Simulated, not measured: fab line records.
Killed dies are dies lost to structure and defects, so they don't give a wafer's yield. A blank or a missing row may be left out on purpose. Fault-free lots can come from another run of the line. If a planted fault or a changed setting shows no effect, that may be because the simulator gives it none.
fab line records	flow n5_finfet
record lots=7	wafers=21
route steps=1938 shown BEOL_M0_SAQP@643 BEOL_M0@720 BEOL_M1@754 BEOL_M3@938
start_h: hours from the record's opening day to when the first of the lot's shown wafers began	wait_h: hours since the lot's step before	" as in the row above	L1.1+2: a single row standing in for several wafers	- value missing, or start not given	* or withheld: withheld	< > ~ a bound
route shown NAME@n: names a module that has steps shown in the file, with the first one's number in the route	usual: mean/standard deviation taken from wafers without a fault	same: alike in all rows	chamber/n: place in a boat	sites: each site's reading	_std_site: their standard deviation	_edge_site: the outer-site mean with the inner-site mean subtracted	radius_mm: how far each site lies from the wafer's centre	mask NAME#n: copy n	behind: the last tool/chamber to shape the wafer	hold: why the lot went on hold/how many hours it stayed there/how the hold came to an end	device: whichever transistor did not switch (one of n, p or np)	end of line: the tests these same wafers got at the end of their route	a step without rows: its recipe alone	killed: dies that structure and defects cost at the first sort, which is not the same as the wafer's yield	map: the dies of a wafer, with x for killed, . for not killed, _ for no die there
set.NAME: the run value of the setting; set.NAME@STEP: its run value at that earlier step	model.NAME: the simulator's own value behind a step, which no gauge read
one table per step and one row per wafer, for lots whose settings were changed on purpose
## steps
# step N5_BEOL_M0_SAQP_COAT_08
# recipe resist=CAR-ArF	spin_rpm=1500	resist_thk_nm=90
lot.wafer	tool	chamber	start_h	wait_h	set.spin_rpm	model.CAR-ArF_of_BEOL_M0_SAQP_COAT_08.thk_nm
L074.1	litho_track-03	0	-	-	1500	89.8
L074.5	"	0	"	"	1500	90
L074.6	"	0	"	"	1500	89.6
L079.2	litho_track-02	0	-	-	1334	95.4
L079.3	"	0	"	"	1500	90.2
L079.5	"	0	"	"	1334	95.6
L082.1	litho_track-04	0	-	-	1500	90
L082.2	"	0	"	"	1500	90.2
L082.3	"	0	"	"	1399	93.2
L084.2+5	litho_track-04	0	-	-	1416	92.4
L084.3	"	0	"	"	1500	89.6
L086.1	litho_track-04	0	-	-	1500	90.2
L086.2	"	0	"	"	1500	90.4
L086.6	"	0	"	"	1500	90.6
L091.1	litho_track-04	0	-	-	1370	94.2
L091.3	"	0	"	"	1500	90
L091.5	"	0	"	"	1370	93.8
L095.1	litho_track-03	0	-	-	1500	89.8
L095.2	"	0	"	"	1500	89.6
L095.4	"	0	"	"	1500	90.2
# step N5_BEOL_M0_SAQP_EBR_10
# recipe solvent=PGMEA	ebr_width_mm=1.5
# step N5_BEOL_M0_SAQP_SOFTBAKE_09
# recipe temp_c=110	time_s=60	resist=CAR-ArF
# step N5_BEOL_M0_SAQP_HM_OPEN_112
# recipe chemistry=CHF3/O2	target=SiO2	stop_on=a-Si	target_depth_a=120	over_etch_frac=1.25	mask_material=SOC	time_s=13.5	pressure_mtorr=30	source_w=650	bias_w=170	Ar_flow_sccm=200	CHF3_flow_sccm=50	O2_flow_sccm=5	ion_energy_ev=200	ends=end_point
# step N5_BEOL_M0_SAQP_STRIP_113
# recipe chemistry=CHF3/O2	resist=SiARC	rf_frequency_hz=6e+07
# step N5_BEOL_M0_SAQP_MANDREL_ETCH_20
# recipe target_depth_a=600	chemistry=HBr/Cl2	target=a-Si	stop_on=SiNx	bt_time_s=10	mask_material=SOC	over_etch_frac=0.5	time_s=30	pressure_mtorr=10	icp_w=800	bias_w=75	HBr_flow_sccm=150	Cl2_flow_sccm=80	ends=end_point
lot.wafer	tool	chamber	start_h	wait_h	set.time_s@BEOL_M0_SAQP_PECVD_04	model.etch.depth_nm
L074.1	rie_si-02	2	122.60	0.0	60.2	60.22
L074.5	"	2	"	"	60.2	59.63
L074.6	"	1	"	"	60.2	60.38
L079.2	rie_si-02	1	142.60	0.0	68.16	66.46
L079.3	"	3	"	"	68.16	66.79
L079.5	"	1	"	"	68.16	67.95
L082.1	rie_si-06	1	158.90	0.0	60.2	59.35
L082.2	"	3	"	"	54.54	53.64
L082.3	"	2	"	"	60.2	59.98
L084.2	rie_si-02	3	176.35	0.0	60.2	58.51
L084.3	"	1	"	"	60.2	58.4
L084.5	"	2	"	"	60.2	60.45
L086.1	rie_si-06	2	198.89	0.0	60.2	60.91
L086.2	"	3	"	"	68.13	67.71
L086.6	"	1	"	"	60.2	60.36
L091.1	rie_si-02	2	217.79	0.0	60.2	58.55
L091.3	"	0	"	"	60.2	59.85
L091.5	"	1	"	"	60.2	59.11
L095.1	rie_si-02	1	232.86	0.0	60.2	57.99
L095.2	"	2	"	"	60.2	58.87
L095.4	"	0	"	"	60.2	59.26
# step N5_BEOL_M0_SAQP_STRIP_86
# recipe chemistry=N2/H2	power_w=500	temp_c=40	pressure_mtorr=50	rf_frequency_hz=6e+07	overash_fraction=0.3	bias_power_w=28	h2_frac=0.5	n2_flow_sccm=300	h2_flow_sccm=300
# step N5_BEOL_M0_SAQP_STRIP_115
# recipe chemistry=post_etch_residue_remover	time_s=60	temp_c=25	remover_ph=withheld	remover_water_wt_pct=withheld	remover_fluoride_wt_pct=withheld
# step N5_BEOL_M0_SAQP_RECESS_114
# recipe chemistry=HF/NH3	target=SiO2	target_depth_a=144	afs_cycles=3	temp_c=30	sublimation_temp_c=180	sublimation_time_s=60
# step N5_BEOL_M0_SAQP_SPACER1_ALD_98
# recipe material=SiO2	target_thk_a=128	temp_c=300	ald_precursor_family=BDEAS	ald_co_reactant=O2-plasma	pulse_time_s=1	purge_time_s=2	co_reactant_purge_time_s=2	ald_cycles=138	pressure_torr=2
# step N5_BEOL_M0_SAQP_SPACER1_ETCHBACK_99
# recipe chemistry=CHF3/O2	mode=anisotropic_etchback	target=SiO2	target_depth_a=154	time_s=7.7	pressure_mtorr=30	source_w=650	bias_w=170	Ar_flow_sccm=200	CHF3_flow_sccm=50	O2_flow_sccm=5	ion_energy_ev=200
lot.wafer	tool	chamber	start_h	wait_h	set.time_s@BEOL_M0_SAQP_PECVD_04	model.a-Si_of_BEOL_M0_SAQP_PECVD_04.thk_nm
L074.1	rie_diel-06	3	123.85	0.3	60.2	59.6
L074.5	"	1	"	"	60.2	59
L074.6	"	2	"	"	60.2	59.8
L079.2	rie_diel-06	1	143.74	0.3	68.16	65.8
L079.3	"	0	"	"	68.16	66.2
L079.5	"	3	"	"	68.16	67.4
L082.1	rie_diel-02	3	159.99	0.3	60.2	58.8
L082.2	"	1	"	"	54.54	53
L082.3	"	2	"	"	60.2	59.4
L084.2	rie_diel-06	3	178.01	0.3	60.2	58
L084.3	"	0	"	"	60.2	57.8
L084.5	"	1	"	"	60.2	59.8
L086.1	rie_diel-06	2	203.44	0.3	60.2	60.2
L086.2	"	0	"	"	68.13	67
L086.6	"	0	"	"	60.2	59.8
L091.1	rie_diel-06	3	219.24	0.3	60.2	58
L091.3	"	0	"	"	60.2	59.2
L091.5	"	1	"	"	60.2	58.4
L095.1	rie_diel-06	3	234.44	0.4	60.2	57.4
L095.2	"	2	"	"	60.2	58.2
L095.4	"	0	"	"	60.2	58.6
# step N5_BEOL_M0_ETCH_128
# recipe chemistry=CF4/N2	target_depth_a=120	overetch_a=51	target=SiCN	time_s=21.4	ion_energy_ev=150	pressure_mtorr=40	source_w=430	bias_w=70	Ar_flow_sccm=100	cf4_flow_sccm=60	n2_flow_sccm=60
# usual rf_vpp_V=382.3/1.5
lot.wafer	tool	chamber	start_h	wait_h	set.source_w	rf_vpp_V
L074.1	rie_diel-03	2	128.49	0.0	430	384.3
L074.5	"	3	"	"	430	383.0
L074.6	"	0	"	"	430	381.4
L079.2	rie_diel-03	3	149.18	0.0	430	384.1
L079.3	"	1	"	"	430	382.0
L079.5	"	1	"	"	430	383.9
L082.1	rie_diel-04	0	166.33	0.5	357.4	408.7
L082.2	"	3	"	"	357.4	407.6
L082.3	"	1	"	"	357.4	405.0
L084.2	rie_diel-03	2	184.88	0.1	371.5	402.7
L084.3	"	1	"	"	371.5	401.3
L084.5	"	1	"	"	430	383.3
L086.1	rie_diel-05	3	211.07	0.0	430	381.7
L086.2	"	2	"	"	430	383.2
L086.6	"	0	"	"	405.9	387.3
L091.1	rie_diel-04	0	224.88	0.1	454.6	377.1
L091.3	"	1	"	"	430	381.0
L091.5	"	0	"	"	454.6	375.3
L095.1	rie_diel-03	2	242.69	0.8	430	383.0
L095.2	"	1	"	"	430	382.1
L095.4	"	3	"	"	430	383.6
# step N5_BEOL_M1_HM_DEP_02
# recipe material=TiN	target_thk_a=200	temp_c=25	chamber_pressure_pa=0.49996
lot.wafer	tool	chamber	start_h	wait_h	set.target_thk_a	model.TiN_of_BEOL_M1_HM_DEP_02.thk_nm
L074.1+5	pvd_sputter-02	-	132.39	0.8	176	17.6
L074.6	"	-	"	"	200	20.2
L079.2	pvd_sputter-01	-	152.36	0.2	200	19.6
L079.3+5	"	-	"	"	200	19.8
L082.1	pvd_sputter-01	-	172.56	2.6	207.6	20.4
L082.2	"	-	"	"	200	20
L082.3	"	-	"	"	200	19.8
L084.2+5	pvd_sputter-01	-	191.87	3.2	207.5	20.6
L084.3	"	-	"	"	200	19.6
L086.1	pvd_sputter-01	-	216.77	0.1	183.9	17.8
L086.2	"	-	"	"	200	19.6
L086.6	"	-	"	"	200	19.4
L091.1+5	pvd_sputter-01	-	229.01	0.8	200	19.8
L091.3	"	-	"	"	200	19.4
L095.1	pvd_sputter-03	-	247.80	0.7	200	19.2
L095.2	"	-	"	"	200	20
L095.4	"	-	"	"	200	20.2
# step N5_BEOL_M1_COAT_62
# recipe resist=SiARC	temp_c=220	time_s=60	spin_rpm=1500	resist_thk_nm=12
lot.wafer	tool	chamber	start_h	wait_h	set.spin_rpm	model.SiARC_of_BEOL_M1_COAT_62.thk_nm
L074.1+5+6	litho_track-01	0	-	-	1500	12
L079.2	litho_track-03	0	-	-	1668	11.4
L079.3+5	"	0	"	"	1500	12
L082.1	litho_track-01	0	-	-	1559	11.8
L082.2+3	"	0	"	"	1500	12
L084.2+3	litho_track-01	0	-	-	1500	12
L084.5	"	0	"	"	1417	12.4
L086.1	litho_track-01	0	-	-	1500	12
L086.2	"	0	"	"	1573	11.8
L086.6	"	0	"	"	1573	11.6
L091.1	litho_track-01	0	-	-	1500	12
L091.3+5	"	0	"	"	1616	11.6
L095.1+2+4	litho_track-03	0	-	-	1500	12
# step N5_BEOL_M1_COAT_73
# recipe resist=underlayer	temp_c=205	time_s=60	spin_rpm=1500	resist_thk_nm=5
# step N5_BEOL_M1_COAT_05
# recipe resist=CAR-EUV	spin_rpm=1500	resist_thk_nm=30
# step N5_BEOL_M1_DESCUM_16
# recipe chemistry=O2	time_s=7	source_power_w=50	bias_power_w=20	pressure_mtorr=20	rf_frequency_hz=2.712e+07	temp_c=40	resist=CAR-EUV	o2_flow_sccm=225
# step N5_BEOL_M1_ETCH_74
# recipe chemistry=N2/H2	target=underlayer	target_depth_a=65	mask_material=CAR-EUV	time_s=5.2	ion_energy_ev=200	pressure_mtorr=30	source_w=840	bias_w=150	n2_flow_sccm=200	h2_flow_sccm=200	ends=cleared
# step N5_BEOL_M1_ETCH_63
# recipe chemistry=CF4	target=SiARC	target_depth_a=156	mask_material=CAR-EUV	time_s=26	ion_energy_ev=80	pressure_mtorr=40	source_w=545	bias_w=36	Ar_flow_sccm=100	cf4_flow_sccm=100	ends=cleared
lot.wafer	tool	chamber	start_h	wait_h	set.spin_rpm@BEOL_M1_COAT_62	model.etch.depth_nm
L074.1	rie_diel-02	0	132.95	0.0	1500	11.95
L074.5	"	0	"	"	1500	11.97
L074.6	"	1	"	"	1500	11.98
L079.2	rie_diel-06	2	153.05	0.0	1668	11.35
L079.3	"	0	"	"	1500	11.96
L079.5	"	1	"	"	1500	12.02
L082.1	rie_diel-06	3	173.52	0.0	1559	11.76
L082.2+3	"	2,1	"	"	1500	11.98
L084.2	rie_diel-01	2	192.43	0.0	1500	12.03
L084.3	"	0	"	"	1500	12
L084.5	"	0	"	"	1417	12.36
L086.1	rie_diel-06	1	217.34	0.0	1500	11.99
L086.2	"	3	"	"	1573	11.73
L086.6	"	2	"	"	1573	11.69
L091.1	rie_diel-02	3	229.58	0.0	1500	11.99
L091.3	"	0	"	"	1616	11.58
L091.5	"	3	"	"	1616	11.57
L095.1+2	rie_diel-01	1,2	248.72	0.0	1500	12
L095.4	"	2	"	"	1500	12.03
# step N5_BEOL_M1_ETCH_64
# recipe chemistry=N2/H2	target=SOC	target_depth_a=750	overetch_a=150	mask_material=SiARC	temp_c=40	time_s=112.5	ion_energy_ev=200	pressure_mtorr=30	source_w=840	bias_w=150	n2_flow_sccm=200	h2_flow_sccm=200
# step N5_BEOL_M1_STRIP_65
# recipe chemistry=N2/H2	temp_c=40	n2_flow_sccm=200	h2_flow_sccm=200	rf_frequency_hz=6e+07
# step N5_BEOL_M1_STRIP_75
# recipe chemistry=N2/H2	temp_c=40	n2_flow_sccm=200	h2_flow_sccm=200	rf_frequency_hz=6e+07
# step N5_BEOL_M1_STRIP_66
# recipe chemistry=CF4	resist=SiARC	power_w=300	bias_power_w=75	pressure_mtorr=50	cf4_flow_sccm=150	rf_frequency_hz=6e+07
# step N5_BEOL_M1_HM_OPEN_17
# recipe chemistry=Cl2/BCl3	target_depth_a=200	overetch_a=60	target=TiN	mask_material=SOC	ion_energy_ev=150	pressure_mtorr=10	icp_w=1000	bias_w=126	Cl2_flow_sccm=53.25	bcl3_flow_sccm=21.75	Ar_flow_sccm=25
lot.wafer	tool	chamber	start_h	wait_h	set.target_thk_a@BEOL_M1_HM_DEP_02	model.etch.depth_nm
L074.1	rie_metal-01	1	133.15	0.0	176	17.69
L074.5	"	0	"	"	176	17.63
L074.6	"	1	"	"	200	20.21
L079.2	rie_metal-01	0	153.24	0.0	200	19.64
L079.3	"	0	"	"	200	19.78
L079.5	"	0	"	"	200	19.89
L082.1	rie_metal-01	0	173.72	0.0	207.6	20.37
L082.2	"	1	"	"	200	20.01
L082.3	"	0	"	"	200	19.84
L084.2	rie_metal-03	1	192.63	0.0	207.5	20.69
L084.3	"	1	"	"	200	19.51
L084.5	"	0	"	"	207.5	20.51
L086.1	rie_metal-02	0	217.53	0.0	183.9	17.77
L086.2	"	1	"	"	200	19.58
L086.6	"	1	"	"	200	19.45
L091.1	rie_metal-01	1	229.78	0.0	200	19.86
L091.3	"	0	"	"	200	19.33
L091.5	"	1	"	"	200	19.77
L095.1	rie_metal-03	0	248.91	0.0	200	19.26
L095.2	"	1	"	"	200	20.08
L095.4	"	0	"	"	200	20.23
# step N5_BEOL_M1_STRIP_19
# recipe chemistry=O2	power_w=400	temp_c=40	pressure_mtorr=30	rf_frequency_hz=6e+07	bias_power_w=0	overash_fraction=0.2	o2_flow_sccm=225
# step N5_BEOL_M1_STRIP_83
# recipe chemistry=C4F6/O2	resist=SiARC	rf_frequency_hz=6e+07
# step N5_BEOL_M1_STRIP_36
# recipe chemistry=N2/H2	power_w=450	temp_c=40	pressure_mtorr=20	rf_frequency_hz=6e+07	overash_fraction=0.3	bias_power_w=7	h2_frac=0.5	n2_flow_sccm=200	h2_flow_sccm=200
# step N5_BEOL_M1_TRENCH_ETCH_37
# recipe chemistry=C4F6/O2	target_depth_a=552.07	target=SiOC	time_s=29	ion_energy_ev=250	pressure_mtorr=30	source_w=355	bias_w=185	Ar_flow_sccm=300	C4F6_flow_sccm=10	O2_flow_sccm=10
lot.wafer	tool	chamber	start_h	wait_h	set.target_thk_a@BEOL_M1_HM_DEP_02	model.TiN_of_BEOL_M1_HM_DEP_02.thk_nm
L074.1	rie_diel-01	2	-	-	176	15.4
L074.5	"	0	"	"	176	15.2
L074.6	"	1	"	"	200	18
L079.2	rie_diel-01	2	-	-	200	17.2
L079.3	"	0	"	"	200	17.4
L079.5	"	0	"	"	200	17.6
L082.1	rie_diel-02	1	-	-	207.6	18
L082.2+3	"	0,2	"	"	200	17.6
L084.2	rie_diel-06	1	-	-	207.5	18.4
L084.3	"	0	"	"	200	17
L084.5	"	1	"	"	207.5	18.2
L086.1	rie_diel-06	3	-	-	183.9	15.4
L086.2+6	"	1,3	"	"	200	17.2
L091.1	rie_diel-01	3	-	-	200	17.6
L091.3	"	0	"	"	200	17
L091.5	"	0	"	"	200	17.4
L095.1	rie_diel-01	2	-	-	200	17
L095.2	"	1	"	"	200	17.8
L095.4	"	3	"	"	200	18
# step N5_BEOL_M1_DEP_57
# recipe material=SiCN	target_thk_a=80	temp_c=withheld	precursor=3MS/NH3	pressure_torr=3	rf_w=202	time_s=14
lot.wafer	tool	chamber	start_h	wait_h	set.time_s	model.SiCN_of_BEOL_M1_DEP_57.thk_nm
L074.1	pecvd-02	2	139.70	0.0	14	8
L074.5	"	1	"	"	12.14	6.8
L074.6	"	2	"	"	12.14	7
L079.2	pecvd-03	1	161.73	0.0	14	7.8
L079.3	"	2	"	"	15.78	8.6
L079.5	"	0	"	"	14	8
L082.1+3	pecvd-03	1,2	182.30	0.0	15.21	8.4
L082.2	"	0	"	"	14	8
L084.2	pecvd-04	0	201.54	0.0	15.45	8.4
L084.3	"	1	"	"	14	7.8
L084.5	"	2	"	"	15.45	8.6
L086.1	pecvd-04	0	223.31	0.0	14.7	8.2
L086.2	"	1	"	"	14	8
L086.6	"	1	"	"	14.7	8.4
L091.1	pecvd-02	1	234.92	0.0	14.57	7.8
L091.3	"	0	"	"	14.57	8.6
L091.5	"	1	"	"	14	7.8
L095.1+2	pecvd-02	0,2	257.38	0.0	14	8
L095.4	"	1	"	"	14	7.8
# step N5_BEOL_M3_COAT_05
# recipe resist=CAR-EUV	spin_rpm=1500	resist_thk_nm=30
lot.wafer	tool	chamber	start_h	wait_h	set.spin_rpm	model.CAR-EUV_of_BEOL_M3_COAT_05.thk_nm
L074.1	litho_track-04	0	-	-	1500	30.2
L074.5+6	"	0	"	"	1664	28.6
L079.2+5	litho_track-05	0	-	-	1500	30
L079.3	"	0	"	"	1584	29.2
L082.1	litho_track-05	0	-	-	1500	30
L082.2+3	"	0	"	"	1653	28.6
L084.2+3	litho_track-04	0	-	-	1500	30
L084.5	"	0	"	"	1433	30.6
L086.1	litho_track-01	0	-	-	1579	29.4
L086.2	"	0	"	"	1500	30
L086.6	"	0	"	"	1500	30.2
L091.1	litho_track-01	0	-	-	1596	29.2
L091.3+5	"	0	"	"	1500	30
L095.1+2+4	litho_track-01	0	-	-	1500	30
# step N5_BEOL_M3_EBR_07
# recipe solvent=PGMEA	ebr_width_mm=1.5
# step N5_BEOL_M3_SOFTBAKE_06
# recipe temp_c=110	time_s=60	resist=CAR-EUV
# step N5_BEOL_M3_DESCUM_16
# recipe chemistry=O2	time_s=7	source_power_w=50	bias_power_w=20	pressure_mtorr=20	rf_frequency_hz=2.712e+07	temp_c=40	resist=CAR-EUV	o2_flow_sccm=225
# step N5_BEOL_M3_ETCH_74
# recipe chemistry=N2/H2	target=underlayer	target_depth_a=65	mask_material=CAR-EUV	time_s=5.2	ion_energy_ev=200	pressure_mtorr=30	source_w=840	bias_w=150	n2_flow_sccm=200	h2_flow_sccm=200	ends=cleared
lot.wafer	tool	chamber	start_h	wait_h	set.spin_rpm@BEOL_M3_COAT_05	model.CAR-EUV_of_BEOL_M3_COAT_05.thk_nm
L074.1	rie_diel-01	0	150.15	0.0	1500	20.6
L074.5+6	"	0,3	"	"	1664	19
L079.2+5	rie_diel-06	2,3	173.98	0.0	1500	20.2
L079.3	"	0	"	"	1584	19.4
L082.1	rie_diel-06	2	193.74	0.0	1500	20.4
L082.2+3	"	3,0	"	"	1653	18.8
L084.2+3	rie_diel-06	3,0	209.52	0.0	1500	20.2
L084.5	"	0	"	"	1433	21
L086.1	rie_diel-01	1	231.93	0.0	1579	19.8
L086.2+6	"	2,3	"	"	1500	20.4
L091.1	rie_diel-01	2	248.93	0.0	1596	19.6
L091.3	"	1	"	"	1500	20.6
L091.5	"	3	"	"	1500	20.4
L095.1+4	rie_diel-06	2,1	272.48	0.0	1500	20.2
L095.2	"	0	"	"	1500	20.4
# step N5_BEOL_M3_ETCH_64
# recipe chemistry=N2/H2	target=SOC	target_depth_a=750	overetch_a=150	mask_material=SiARC	temp_c=40	time_s=112.5	ion_energy_ev=200	pressure_mtorr=30	source_w=840	bias_w=150	n2_flow_sccm=200	h2_flow_sccm=200
lot.wafer	tool	chamber	start_h	wait_h	set.time_s	model.SiARC_of_BEOL_M3_COAT_62.thk_nm
L074.1+5	rie_diel-01	0	150.19	0.0	112.5	6.6
L074.6	"	3	"	"	120	6.4
L079.2	rie_diel-06	2	174.03	0.0	112.5	6.6
L079.3	"	0	"	"	112.5	6.4
L079.5	"	3	"	"	112.5	6.8
L082.1	rie_diel-06	2	193.79	0.0	112.5	6.6
L082.2	"	3	"	"	112.5	6.8
L082.3	"	0	"	"	112.5	6.2
L084.2	rie_diel-06	3	209.56	0.0	112.5	6.8
L084.3+5	"	0	"	"	132.4	5.4
L086.1	rie_diel-01	1	231.97	0.0	134.7	5.8
L086.2	"	2	"	"	112.5	6.6
L086.6	"	3	"	"	112.5	6.8
L091.1+5	rie_diel-01	2,3	248.97	0.0	112.5	6.8
L091.3	"	1	"	"	98.73	7.6
L095.1+4	rie_diel-06	2,1	272.52	0.0	112.5	6.6
L095.2	"	0	"	"	112.5	6.2
## key
split step=N5_BEOL_M0_SAQP_COAT_08	setting=spin_rpm	stated=1500	by=wafer
response step=N5_BEOL_M0_SAQP_COAT_08	reading=model.CAR-ArF_of_BEOL_M0_SAQP_COAT_08.thk_nm	change=-0.474	per=1%	r=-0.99
split step=N5_BEOL_M0_ETCH_128	setting=source_w	stated=430	by=wafer
response step=N5_BEOL_M0_ETCH_128	reading=rf_vpp_V	change=-1.24	per=1%	r=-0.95
split step=N5_BEOL_M1_HM_DEP_02	setting=target_thk_a	stated=200	by=wafer
response step=N5_BEOL_M1_HM_DEP_02	reading=model.TiN_of_BEOL_M1_HM_DEP_02.thk_nm	change=+0.213	per=1%	r=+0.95
response step=N5_BEOL_M1_HM_OPEN_17	reading=model.etch.depth_nm	change=+0.212	per=1%	r=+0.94
response step=N5_BEOL_M1_TRENCH_ETCH_37	reading=model.TiN_of_BEOL_M1_HM_DEP_02.thk_nm	change=+0.225	per=1%	r=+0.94
split step=N5_BEOL_M1_COAT_62	setting=spin_rpm	stated=1500	by=wafer
response step=N5_BEOL_M1_COAT_62	reading=model.SiARC_of_BEOL_M1_COAT_62.thk_nm	change=-0.056	per=1%	r=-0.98
response step=N5_BEOL_M1_ETCH_63	reading=model.etch.depth_nm	change=-0.0569	per=1%	r=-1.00
split step=N5_BEOL_M1_DEP_57	setting=time_s	stated=14	by=wafer
response step=N5_BEOL_M1_DEP_57	reading=model.SiCN_of_BEOL_M1_DEP_57.thk_nm	change=+0.0665	per=1%	r=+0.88
split step=N5_BEOL_M3_COAT_05	setting=spin_rpm	stated=1500	by=wafer
response step=N5_BEOL_M3_COAT_05	reading=model.CAR-EUV_of_BEOL_M3_COAT_05.thk_nm	change=-0.139	per=1%	r=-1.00
response step=N5_BEOL_M3_ETCH_74	reading=model.CAR-EUV_of_BEOL_M3_COAT_05.thk_nm	change=-0.148	per=1%	r=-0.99
split step=N5_BEOL_M3_ETCH_64	setting=time_s	stated=112.5	by=wafer
response step=N5_BEOL_M3_ETCH_64	reading=model.SiARC_of_BEOL_M3_COAT_62.thk_nm	change=-0.0598	per=1%	r=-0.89
split outside_this_file step=N5_BEOL_M0_SAQP_PECVD_04 setting=time_s
# split outside_this_file: this setting was split too, and the file shows its column; the key of that split is in another file
